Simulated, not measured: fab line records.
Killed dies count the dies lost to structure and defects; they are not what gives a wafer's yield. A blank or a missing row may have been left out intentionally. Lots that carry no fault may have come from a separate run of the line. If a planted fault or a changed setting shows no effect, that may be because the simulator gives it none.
fab line records ; flow n5-finfet ; part 1 of 2: steps 1 to 34 of 46
record lots=5; wafers=15; last-day=17
route steps=1938 shown WELL_APT@21 PMOS_HMC_CHANNEL_EPI@57
lots untouched by any fault: they come from a run of this same line in which no faults occurred
start-h: hours from the record's opening day to when the first of the lot's shown wafers began ; wait-h: hours from the lot's prior step to this one ; " identical to the entry in the row above ; L1.1+2: one row covering several wafers at once ; - either no value or no given start ; * or withheld: withheld ; < > ~ a bound
route shown NAME@n: NAME is a module with steps in the file, n the number in the route of the first one ; usual: mean/standard deviation of fault-free wafers ; same: alike in all rows ; chamber/n: place in a boat ; sites: each site's reading ; _std_site: the standard deviation of these ; _edge_site: outer sites' mean less inner sites' ; radius-mm: how far each site lies from the wafer's centre ; mask NAME#n: copy n ; behind: the tool/chamber that last shaped the wafer ; hold: reason for holding the lot/hours on hold/outcome of the hold ; device: names the non-switching transistor (n, p or np) ; end of line: at the end of the route, the tests of the same wafers ; step lacking rows: just its recipe ; killed: dies that structure and defects cost at the first sort, which is not the same as the wafer's yield ; map: per-die view of a wafer (x killed, . not killed, _ where there is no die)
set.NAME: setting as actually run; set.NAME@STEP: the setting as run at that earlier step ; model.NAME: the simulator's own value behind a step, which no gauge read
lots seen at some steps along the route; tables by step, rows by wafer
services: when a tool's chamber went out of use (start-h, in hours from the record's first day, below 0 if earlier), for how many hours, and the reason
## steps
# step N5_WELL_APT_COAT_02
# recipe spin-rpm=1357; resist-thk-nm=950
lot.wafer;tool;chamber;start-h;wait-h
L075.1+2+4;litho-track-01;0;-;-
L081.1+3+6;litho-track-01;0;-;-
L087.1+5+6;litho-track-03;0;-;-
L092.2+3+6;litho-track-03;0;-;-
L097.3+5+6;litho-track-01;0;-;-
# step N5_WELL_APT_EBR_04
# recipe solvent=PGMEA; ebr-width-mm=1.5
lot.wafer;tool;chamber;start-h;wait-h
L075.1+2+4;litho-track-01;0;-;-
L081.1+3+6;litho-track-01;0;-;-
L087.1+5+6;litho-track-03;0;-;-
L092.2+3+6;litho-track-03;0;-;-
L097.3+5+6;litho-track-01;0;-;-
# step N5_WELL_APT_SOFTBAKE_03
# recipe temp-c=130; time-s=60
lot.wafer;tool;chamber;start-h;wait-h
L075.1+2+4;litho-track-01;0;-;-
L081.1+3+6;litho-track-01;0;-;-
L087.1+5+6;litho-track-03;0;-;-
L092.2+3+6;litho-track-03;0;-;-
L097.3+5+6;litho-track-01;0;-;-
# step N5_WELL_APT_EXPOSE_05
# recipe mask-id=NWELL; na=0.8; source-shape=conventional; sigma-outer=0.8; polarization=unpolarized; defocus-nm=0; target-cd-nm=200; dose-mj=20.3
# same sigma-outer=0.8
lot.wafer;tool;chamber;start-h;wait-h;mask
L075.1+2+4;krf-scanner-01;0;19.61;-;NWELL#0
L081.1+3+6;krf-scanner-01;0;55.51;-;NWELL#0
L087.1+5+6;krf-scanner-02;0;91.73;-;NWELL#0
L092.2+3+6;krf-scanner-01;0;121.71;-;NWELL#0
L097.3+5+6;krf-scanner-01;0;151.54;-;NWELL#0
# step N5_WELL_APT_PEB_06
# recipe peb-temp-c=130; peb-time-s=90
lot.wafer;tool;chamber;start-h;wait-h
L075.1+2+4;litho-track-03;0;19.67;0.1
L081.1+3+6;litho-track-01;0;55.57;0.1
L087.1+5+6;litho-track-03;0;91.78;0.1
L092.2+3+6;litho-track-05;0;121.77;0.0
L097.3+5+6;litho-track-03;0;151.59;0.0
# step N5_WELL_APT_DEVELOP_07
# recipe develop-time-s=45; rinse-liquid=surfactant-rinse; dry=air-spin; dev-temp-c=21
lot.wafer;tool;chamber;start-h;wait-h
L075.1+2+4;litho-track-03;0;-;-
L081.1+3+6;litho-track-01;0;-;-
L087.1+5+6;litho-track-03;0;-;-
L092.2+3+6;litho-track-05;0;-;-
L097.3+5+6;litho-track-03;0;-;-
# step N5_WELL_APT_HARDBAKE_12
# recipe temp-c=130; time-s=120
lot.wafer;tool;chamber;start-h;wait-h
L075.1+2+4;litho-track-03;0;-;-
L081.1+3+6;litho-track-01;0;-;-
L087.1+5+6;litho-track-03;0;-;-
L092.2+3+6;litho-track-05;0;-;-
L097.3+5+6;litho-track-03;0;-;-
# step N5_WELL_APT_CD_MEAS_08
# recipe target-cd-nm=200; landing-energy-ev=500; detector=se-inlens
# usual cd-nm=200.2/1.4
lot.wafer;tool;chamber;start-h;wait-h;cd-nm
L075.1;cd-sem-03;0;19.79;-;199.8
L075.2;cd-sem-03;0;19.79;-;198.7
L075.4;cd-sem-03;0;19.79;-;200.2
L081.1;cd-sem-02;0;55.68;-;202.9
L081.3;cd-sem-02;0;55.68;-;200.3
L081.6;cd-sem-02;0;55.68;-;200.2
L087.1;cd-sem-03;0;91.90;-;199.7
L087.5;cd-sem-03;0;91.90;-;201.1
L087.6;cd-sem-03;0;91.90;-;200.0
L092.2;cd-sem-02;0;121.88;-;201.7
L092.3;cd-sem-02;0;121.88;-;200.6
L092.6;cd-sem-02;0;121.88;-;201.9
L097.3;cd-sem-03;0;151.70;-;198.8
L097.5;cd-sem-03;0;151.70;-;198.7
L097.6;cd-sem-03;0;151.70;-;200.4
# step N5_WELL_APT_OVL_MEAS_09
# recipe points-per-wafer=44
# usual NWELL_OVL=1/5.9
lot.wafer;tool;chamber;start-h;wait-h;NWELL_OVL[nm]
L075.1;overlay-02;0;19.82;0.0;2
L075.2;overlay-02;0;19.82;0.0;0
L075.4;overlay-02;0;19.82;0.0;-6
L081.1;overlay-01;0;55.71;0.0;-6
L081.3;overlay-01;0;55.71;0.0;2
L081.6;overlay-01;0;55.71;0.0;-6
L087.1;overlay-02;0;91.93;0.0;5
L087.5;overlay-02;0;91.93;0.0;5
L087.6;overlay-02;0;91.93;0.0;-2
L092.2;overlay-02;0;121.91;0.0;-5
L092.3;overlay-02;0;121.91;0.0;-1
L092.6;overlay-02;0;121.91;0.0;-1
L097.3;overlay-02;0;151.73;0.0;11
L097.5;overlay-02;0;151.73;0.0;8
L097.6;overlay-02;0;151.73;0.0;5
# step N5_WELL_APT_INSPECT_10
# recipe mode=adi; inspect-instrument=macro
# usual raw-defect-count=2.3/1.5
lot.wafer;tool;chamber;start-h;wait-h;raw-defect-count
L075.1;defect-inspect-02;-;19.84;0.0;0
L075.2;defect-inspect-02;-;19.84;0.0;0
L075.4;defect-inspect-02;-;19.84;0.0;3
L081.1;defect-inspect-01;-;55.73;0.0;1
L081.3;defect-inspect-01;-;55.73;0.0;2
L081.6;defect-inspect-01;-;55.73;0.0;2
L087.1;defect-inspect-02;-;91.95;0.0;2
L087.5;defect-inspect-02;-;91.95;0.0;3
L087.6;defect-inspect-02;-;91.95;0.0;2
L092.2;defect-inspect-01;-;121.93;0.0;1
L092.3;defect-inspect-01;-;121.93;0.0;1
L092.6;defect-inspect-01;-;121.93;0.0;4
L097.3;defect-inspect-01;-;151.76;0.0;1
L097.5;defect-inspect-01;-;151.76;0.0;5
L097.6;defect-inspect-01;-;151.76;0.0;3
# step N5_WELL_APT_DESCUM_13
# recipe chemistry=O2; time-s=7.9; source-power-w=50; bias-power-w=20; pressure-mtorr=20; rf-frequency-hz=2.712e+07; temp-c=40; o2-flow-sccm=225
# usual drypump-motor-current-A=6.0/0.37; oes-product-au=0.76/0.074; rf-vpp-V=243.5/1.2; showerhead-plenum-p-Torr=2.10/0.052; throttle-valve-pct=20.49/0.17
lot.wafer;tool;chamber;start-h;wait-h;drypump-motor-current-A;oes-product-au;rf-hours-counter-h;rf-vpp-V;showerhead-plenum-p-Torr;throttle-valve-pct
L075.1;rie-diel-01;2;19.88;0.0;5.9;0.83;83;244.2;2.11;20.15
L075.2;rie-diel-01;1;19.88;0.0;6.7;0.78;137;243.9;2.08;20.50
L075.4;rie-diel-01;0;19.88;0.0;6.4;0.67;227;240.8;1.97;20.78
L081.1;rie-diel-03;1;55.77;0.0;6.0;0.71;203;242.5;2.07;20.69
L081.3;rie-diel-03;0;55.77;0.0;5.5;0.72;183;243.0;2.16;20.33
L081.6;rie-diel-03;1;55.77;0.0;6.0;0.72;-;242.8;2.07;20.70
L087.1;rie-diel-04;2;91.99;0.0;5.1;0.75;160;243.0;2.08;20.60
L087.5;rie-diel-04;1;91.99;0.0;5.7;0.80;-;246.3;2.19;20.58
L087.6;rie-diel-04;2;91.99;0.0;5.2;0.74;-;244.5;2.08;20.60
L092.2;rie-diel-01;3;121.97;0.0;6.1;0.89;34;242.9;2.14;20.50
L092.3;rie-diel-01;2;121.97;0.0;5.9;0.79;125;244.0;2.10;20.22
L092.6;rie-diel-01;2;121.97;0.0;5.8;0.78;-;242.3;2.10;20.22
L097.3;rie-diel-03;0;151.79;0.0;5.5;0.69;218;243.5;2.15;20.37
L097.5;rie-diel-03;3;151.79;0.0;6.2;0.70;-;244.3;2.06;20.46
L097.6;rie-diel-03;2;151.79;0.0;5.8;0.71;-;240.9;2.08;20.56
# step N5_WELL_APT_IMPLANT_14
# recipe species=P; energy-kev=160; dose-cm2=1.5e+13; tilt-deg=0; rotation-deg=0
# usual beam-energy-keV=160.00/0.049
lot.wafer;tool;chamber;start-h;wait-h;beam-energy-keV
L075.1;implanter-01;0;19.97;0.1;159.99
L075.2;implanter-01;0;19.97;0.1;160.04
L075.4;implanter-01;0;19.97;0.1;160.02
L081.1;implanter-02;0;55.87;0.1;160.07
L081.3;implanter-02;0;55.87;0.1;159.98
L081.6;implanter-02;0;55.87;0.1;159.97
L087.1;implanter-02;0;92.08;0.1;159.86
L087.5;implanter-02;0;92.08;0.1;159.90
L087.6;implanter-02;0;92.08;0.1;159.89
L092.2;implanter-02;0;122.10;0.1;159.99
L092.3;implanter-02;0;122.10;0.1;160.00
L092.6;implanter-02;0;122.10;0.1;160.05
L097.3;implanter-01;0;151.95;0.1;160.01
L097.5;implanter-01;0;151.95;0.1;159.95
L097.6;implanter-01;0;151.95;0.1;160.01
# step N5_WELL_APT_IMPLANT_15
# recipe species=As; energy-kev=25; dose-cm2=1.5e+13; tilt-deg=0; rotation-deg=0
# usual beam-energy-keV=24.999/0.008
lot.wafer;tool;chamber;start-h;wait-h;beam-energy-keV
L075.1;implanter-01;0;20.15;0.1;25.005
L075.2;implanter-01;0;20.15;0.1;24.999
L075.4;implanter-01;0;20.15;0.1;25.002
L081.1;implanter-02;0;56.05;0.1;24.987
L081.3;implanter-02;0;56.05;0.1;24.997
L081.6;implanter-02;0;56.05;0.1;24.998
L087.1;implanter-02;0;92.26;0.1;24.985
L087.5;implanter-02;0;92.26;0.1;25.001
L087.6;implanter-02;0;92.26;0.1;24.994
L092.2;implanter-02;0;122.28;0.1;24.990
L092.3;implanter-02;0;122.28;0.1;24.999
L092.6;implanter-02;0;122.28;0.1;24.996
L097.3;implanter-01;0;152.13;0.1;25.004
L097.5;implanter-01;0;152.13;0.1;25.004
L097.6;implanter-01;0;152.13;0.1;25.006
# step N5_WELL_APT_STRIP_16
# recipe chemistry=SPM; time-s=900; temp-c=130; h2so4-h2o2-vol-ratio=4; dry=ipa-marangoni
lot.wafer;tool;chamber;start-h;wait-h
L075.1+2+4;wet-bench-04;7,1,2;20.36;0.2
L081.1+3+6;wet-bench-04;0,1,4;56.25;0.2
L087.1+5+6;wet-bench-04;0,4,1;92.49;0.2
L092.2+3+6;wet-bench-06;2,3,5;122.45;0.1
L097.3+5+6;wet-bench-06;7,6,4;152.27;0.1
# step N5_WELL_APT_HMDS_18
# recipe time-s=60; temp-c=120
lot.wafer;tool;chamber;start-h;wait-h
L075.1+2+4;litho-track-05;0;20.64;0.0
L081.1+3+6;litho-track-03;0;56.53;0.0
L087.1+5+6;litho-track-05;0;92.76;0.0
L092.2+3+6;litho-track-05;0;122.73;0.0
L097.3+5+6;litho-track-01;0;152.57;0.0
# step N5_WELL_APT_COAT_19
# recipe spin-rpm=1357; resist-thk-nm=950
lot.wafer;tool;chamber;start-h;wait-h
L075.1+2+4;litho-track-05;0;-;-
L081.1+3+6;litho-track-03;0;-;-
L087.1+5+6;litho-track-05;0;-;-
L092.2+3+6;litho-track-05;0;-;-
L097.3+5+6;litho-track-01;0;-;-
# step N5_WELL_APT_EBR_21
# recipe solvent=PGMEA; ebr-width-mm=1.5
lot.wafer;tool;chamber;start-h;wait-h
L075.1+2+4;litho-track-05;0;-;-
L081.1+3+6;litho-track-03;0;-;-
L087.1+5+6;litho-track-05;0;-;-
L092.2+3+6;litho-track-05;0;-;-
L097.3+5+6;litho-track-01;0;-;-
# step N5_WELL_APT_SOFTBAKE_20
# recipe temp-c=130; time-s=60
lot.wafer;tool;chamber;start-h;wait-h
L075.1+2+4;litho-track-05;0;-;-
L081.1+3+6;litho-track-03;0;-;-
L087.1+5+6;litho-track-05;0;-;-
L092.2+3+6;litho-track-05;0;-;-
L097.3+5+6;litho-track-01;0;-;-
# step N5_WELL_APT_EXPOSE_22
# recipe mask-id=PWELL; na=0.8; source-shape=conventional; sigma-outer=0.8; polarization=unpolarized; defocus-nm=0; target-cd-nm=200; dose-mj=23.2
# same sigma-outer=0.8
lot.wafer;tool;chamber;start-h;wait-h;mask
L075.1+2+4;krf-scanner-02;0;20.74;-;PWELL#0
L081.1+3+6;krf-scanner-02;0;56.63;-;PWELL#0
L087.1+5+6;krf-scanner-02;0;92.99;-;PWELL#0
L092.2+3+6;krf-scanner-01;0;122.96;-;PWELL#0
L097.3+5+6;krf-scanner-01;0;152.68;-;PWELL#0
# step N5_WELL_APT_PEB_23
# recipe peb-temp-c=130; peb-time-s=90
lot.wafer;tool;chamber;start-h;wait-h
L075.1+2+4;litho-track-01;0;20.79;0.1
L081.1+3+6;litho-track-05;0;56.68;0.1
L087.1+5+6;litho-track-01;0;93.05;0.1
L092.2+3+6;litho-track-03;0;123.01;0.0
L097.3+5+6;litho-track-03;0;152.73;0.0
# step N5_WELL_APT_DEVELOP_24
# recipe develop-time-s=45; rinse-liquid=surfactant-rinse; dry=air-spin; dev-temp-c=21
lot.wafer;tool;chamber;start-h;wait-h
L075.1+2+4;litho-track-01;0;-;-
L081.1+3+6;litho-track-05;0;-;-
L087.1+5+6;litho-track-01;0;-;-
L092.2+3+6;litho-track-03;0;-;-
L097.3+5+6;litho-track-03;0;-;-
# step N5_WELL_APT_HARDBAKE_29
# recipe temp-c=130; time-s=120
lot.wafer;tool;chamber;start-h;wait-h
L075.1+2+4;litho-track-01;0;-;-
L081.1+3+6;litho-track-05;0;-;-
L087.1+5+6;litho-track-01;0;-;-
L092.2+3+6;litho-track-03;0;-;-
L097.3+5+6;litho-track-03;0;-;-
# step N5_WELL_APT_CD_MEAS_25
# recipe target-cd-nm=200; landing-energy-ev=500; detector=se-inlens
# usual cd-nm=200.0/1.5
lot.wafer;tool;chamber;start-h;wait-h;cd-nm
L075.1;cd-sem-03;0;20.91;-;202.7
L075.2;cd-sem-03;0;20.91;-;201.2
L075.4;cd-sem-03;0;20.91;-;201.0
L081.1;cd-sem-02;0;56.80;-;202.1
L081.3;cd-sem-02;0;56.80;-;203.1
L081.6;cd-sem-02;0;56.80;-;201.8
L087.1;cd-sem-02;0;93.16;-;200.3
L087.5;cd-sem-02;0;93.16;-;198.6
L087.6;cd-sem-02;0;93.16;-;200.2
L092.2;cd-sem-01;0;123.13;-;201.8
L092.3;cd-sem-01;0;123.13;-;197.3
L092.6;cd-sem-01;0;123.13;-;198.5
L097.3;cd-sem-03;0;152.85;-;200.0
L097.5;cd-sem-03;0;152.85;-;201.3
L097.6;cd-sem-03;0;152.85;-;201.2
# step N5_WELL_APT_OVL_MEAS_26
# recipe points-per-wafer=44
# usual PWELL_OVL=1/5.8
lot.wafer;tool;chamber;start-h;wait-h;PWELL_OVL[nm]
L075.1;overlay-01;0;20.94;0.0;-4
L075.2;overlay-01;0;20.94;0.0;-4
L075.4;overlay-01;0;20.94;0.0;3
L081.1;overlay-02;0;56.83;0.0;7
L081.3;overlay-02;0;56.83;0.0;6
L081.6;overlay-02;0;56.83;0.0;6
L087.1;overlay-01;0;93.19;0.0;2
L087.5;overlay-01;0;93.19;0.0;-6
L087.6;overlay-01;0;93.19;0.0;-6
L092.2;overlay-02;0;123.16;0.0;5
L092.3;overlay-02;0;123.16;0.0;-7
L092.6;overlay-02;0;123.16;0.0;6
L097.3;overlay-01;0;152.87;0.0;1
L097.5;overlay-01;0;152.87;0.0;2
L097.6;overlay-01;0;152.87;0.0;-2
# step N5_WELL_APT_INSPECT_27
# recipe mode=adi; inspect-instrument=macro
# usual raw-defect-count=2.2/1.5
lot.wafer;tool;chamber;start-h;wait-h;raw-defect-count
L075.1;defect-inspect-01;-;20.96;0.0;0
L075.2;defect-inspect-01;-;20.96;0.0;2
L075.4;defect-inspect-01;-;20.96;0.0;1
L081.1;defect-inspect-02;-;56.85;0.0;2
L081.3;defect-inspect-02;-;56.85;0.0;3
L081.6;defect-inspect-02;-;56.85;0.0;3
L087.1;defect-inspect-02;-;93.21;0.0;5
L087.5;defect-inspect-02;-;93.21;0.0;3
L087.6;defect-inspect-02;-;93.21;0.0;0
L092.2;defect-inspect-02;-;123.18;0.0;3
L092.3;defect-inspect-02;-;123.18;0.0;2
L092.6;defect-inspect-02;-;123.18;0.0;0
L097.3;defect-inspect-01;-;152.90;0.0;4
L097.5;defect-inspect-01;-;152.90;0.0;0
L097.6;defect-inspect-01;-;152.90;0.0;2
# step N5_WELL_APT_DESCUM_30
# recipe chemistry=O2; time-s=7.9; source-power-w=50; bias-power-w=20; pressure-mtorr=20; rf-frequency-hz=2.712e+07; temp-c=40; o2-flow-sccm=225
# usual drypump-motor-current-A=6.0/0.41; oes-product-au=0.77/0.081; rf-vpp-V=243.3/1.2; showerhead-plenum-p-Torr=2.10/0.057; throttle-valve-pct=20.48/0.16
lot.wafer;tool;chamber;start-h;wait-h;drypump-motor-current-A;oes-product-au;rf-hours-counter-h;rf-vpp-V;showerhead-plenum-p-Torr;throttle-valve-pct
L075.1;rie-diel-04;1;21.04;0.1;5.7;0.82;90;243.9;2.20;20.56
L075.2;rie-diel-04;2;21.04;0.1;5.1;0.77;143;244.5;2.09;20.58
L075.4;rie-diel-04;3;21.04;0.1;6.1;0.73;204;242.6;2.08;20.46
L081.1;rie-diel-03;1;56.90;0.0;6.0;0.71;203;242.6;2.07;20.71
L081.3;rie-diel-03;2;56.90;0.0;5.8;0.75;136;242.7;2.10;20.52
L081.6;rie-diel-03;1;56.90;0.0;6.0;0.71;-;242.0;2.07;20.72
L087.1;rie-diel-04;1;93.68;0.5;5.7;0.80;110;245.8;2.19;20.59
L087.5;rie-diel-04;1;93.68;0.5;5.7;0.81;-;242.7;2.19;20.58
L087.6;rie-diel-04;2;93.68;0.5;5.2;0.75;-;243.5;2.08;20.60
L092.2;rie-diel-01;0;123.21;0.0;6.5;0.93;12;245.6;2.22;20.44
L092.3;rie-diel-01;2;123.21;0.0;5.9;0.78;126;245.5;2.10;20.21
L092.6;rie-diel-01;0;123.21;0.0;6.5;0.94;-;244.3;2.22;20.45
L097.3;rie-diel-03;0;152.93;0.0;5.5;0.69;218;244.6;2.15;20.37
L097.5;rie-diel-03;1;152.93;0.0;6.0;0.69;-;243.6;2.06;20.75
L097.6;rie-diel-03;0;152.93;0.0;5.5;0.70;-;243.2;2.15;20.38
# step N5_WELL_APT_IMPLANT_31
# recipe species=B; energy-kev=60; dose-cm2=1.5e+13; tilt-deg=0; rotation-deg=0
# usual beam-energy-keV=59.997/0.018
lot.wafer;tool;chamber;start-h;wait-h;beam-energy-keV
L075.1;implanter-01;0;21.14;0.1;59.995
L075.2;implanter-01;0;21.14;0.1;59.986
L075.4;implanter-01;0;21.14;0.1;60.014
L081.1;implanter-02;0;57.00;0.1;60.019
L081.3;implanter-02;0;57.00;0.1;60.008
L081.6;implanter-02;0;57.00;0.1;60.020
L087.1;implanter-02;0;93.78;0.1;59.976
L087.5;implanter-02;0;93.78;0.1;59.992
L087.6;implanter-02;0;93.78;0.1;59.975
L092.2;implanter-01;0;123.34;0.1;59.996
L092.3;implanter-01;0;123.34;0.1;59.980
L092.6;implanter-01;0;123.34;0.1;59.987
L097.3;implanter-02;0;153.09;0.1;60.013
L097.5;implanter-02;0;153.09;0.1;60.011
L097.6;implanter-02;0;153.09;0.1;59.966
# step N5_WELL_APT_IMPLANT_32
# recipe species=BF2; energy-kev=50; dose-cm2=2e+13; tilt-deg=0; rotation-deg=0
# usual beam-energy-keV=49.998/0.015
lot.wafer;tool;chamber;start-h;wait-h;beam-energy-keV
L075.1;implanter-01;0;21.32;0.1;49.965
L075.2;implanter-01;0;21.32;0.1;49.995
L075.4;implanter-01;0;21.32;0.1;49.986
L081.1;implanter-02;0;57.18;0.1;50.007
L081.3;implanter-02;0;57.18;0.1;50.002
L081.6;implanter-02;0;57.18;0.1;50.014
L087.1;implanter-02;0;93.96;0.1;50.019
L087.5;implanter-02;0;93.96;0.1;50.003
L087.6;implanter-02;0;93.96;0.1;49.989
L092.2;implanter-01;0;123.52;0.1;49.991
L092.3;implanter-01;0;123.52;0.1;50.002
L092.6;implanter-01;0;123.52;0.1;49.989
L097.3;implanter-02;0;153.27;0.1;49.987
L097.5;implanter-02;0;153.27;0.1;49.987
L097.6;implanter-02;0;153.27;0.1;49.975
# step N5_WELL_APT_STRIP_33
# recipe chemistry=SPM; time-s=900; temp-c=130; h2so4-h2o2-vol-ratio=4; dry=ipa-marangoni
lot.wafer;tool;chamber;start-h;wait-h
L075.1+2+4;wet-bench-06;5,3,7;21.52;0.2
L081.1+3+6;wet-bench-04;1,5,3;57.38;0.2
L087.1+5+6;wet-bench-01;4,0,7;94.18;0.2
L092.2+3+6;wet-bench-06;3,1,0;123.70;0.1
L097.3+5+6;wet-bench-06;3,4,1;153.42;0.1
# step N5_WELL_APT_RTA_34
# recipe temp-c=1000; time-s=10; ambient=N2; idle-temp-c=600; ramp-up-c-per-s=150; ramp-down-c-per-s=60; cool-to-c=600
# usual lamp-power-pct=13.01/0.057; wafer_temp_C_max=1003.6/1
lot.wafer;tool;chamber;start-h;wait-h;lamp-power-pct;wafer_temp_C_max
L075.1;rtp-anneal-02;0;21.86;0.1;12.95;1005.7
L075.2;rtp-anneal-02;0;21.86;0.1;12.93;1002.8
L075.4;rtp-anneal-02;0;21.86;0.1;13.02;1002.9
L081.1;rtp-anneal-02;0;57.79;0.2;13.03;1003.5
L081.3;rtp-anneal-02;0;57.79;0.2;12.98;1004.9
L081.6;rtp-anneal-02;0;57.79;0.2;12.98;1002.3
L087.1;rtp-anneal-02;0;94.46;0.0;12.97;1004.2
L087.5;rtp-anneal-02;0;94.46;0.0;13.02;1004.1
L087.6;rtp-anneal-02;0;94.46;0.0;13.10;1001.9
L092.2;rtp-anneal-02;0;124.14;0.2;13.06;1002.0
L092.3;rtp-anneal-02;0;124.14;0.2;12.95;1004.1
L092.6;rtp-anneal-02;0;124.14;0.2;12.95;1002.7
L097.3;rtp-anneal-01;0;153.73;0.1;13.07;1003.5
L097.5;rtp-anneal-01;0;153.73;0.1;12.83;1005.4
L097.6;rtp-anneal-01;0;153.73;0.1;13.03;1003.2
# step N5_WELL_APT_OXIDE_STRIP_42
# recipe chemistry=dHF; dilution=25:1; time-s=45; temp-c=25; target=SiO2; target-depth-a=120
lot.wafer;tool;chamber;start-h;wait-h
L075.1+2+4;wet-bench-04;1,3,6;22.01;0.1
L081.1+3+6;wet-bench-01;3,2,0;57.95;0.1
L087.1+5+6;wet-bench-06;7,0,3;94.61;0.1
L092.2+3+6;wet-bench-06;7,6,0;124.27;0.1
L097.3+5+6;wet-bench-04;6,1,5;153.84;0.1
# step N5_WELL_APT_PRECLEAN_36
# recipe chemistry=O3/DIW; time-s=45; temp-c=22; o3-ppm=10
lot.wafer;tool;chamber;start-h;wait-h
L075.1+2+4;wet-bench-04;1,3,6;22.03;0.0
L081.1+3+6;wet-bench-01;3,2,0;57.96;0.0
L087.1+5+6;wet-bench-06;7,0,3;94.62;0.0
L092.2+3+6;wet-bench-06;7,6,0;124.28;0.0
L097.3+5+6;wet-bench-04;6,1,5;153.85;0.0
# step N5_WELL_APT_PRECLEAN_39
# recipe chemistry=dHF; time-s=60; dilution=150:1; temp-c=25
lot.wafer;tool;chamber;start-h;wait-h
L075.1+2+4;wet-bench-04;1,3,6;22.04;0.0
L081.1+3+6;wet-bench-01;3,2,0;57.97;0.0
L087.1+5+6;wet-bench-06;7,0,3;94.63;0.0
L092.2+3+6;wet-bench-06;7,6,0;124.29;0.0
L097.3+5+6;wet-bench-04;6,1,5;153.87;0.0
# step N5_WELL_APT_SRD_37
# recipe dry=ipa-marangoni; do-ppb=5; time-s=30; temp-c=23; rinse-liquid=diw
lot.wafer;tool;chamber;start-h;wait-h
L075.1+2+4;wet-bench-04;1,3,6;22.05;0.0
L081.1+3+6;wet-bench-01;3,2,0;57.99;0.0
L087.1+5+6;wet-bench-06;7,0,3;94.65;0.0
L092.2+3+6;wet-bench-06;7,6,0;124.31;0.0
L097.3+5+6;wet-bench-04;6,1,5;153.88;0.0
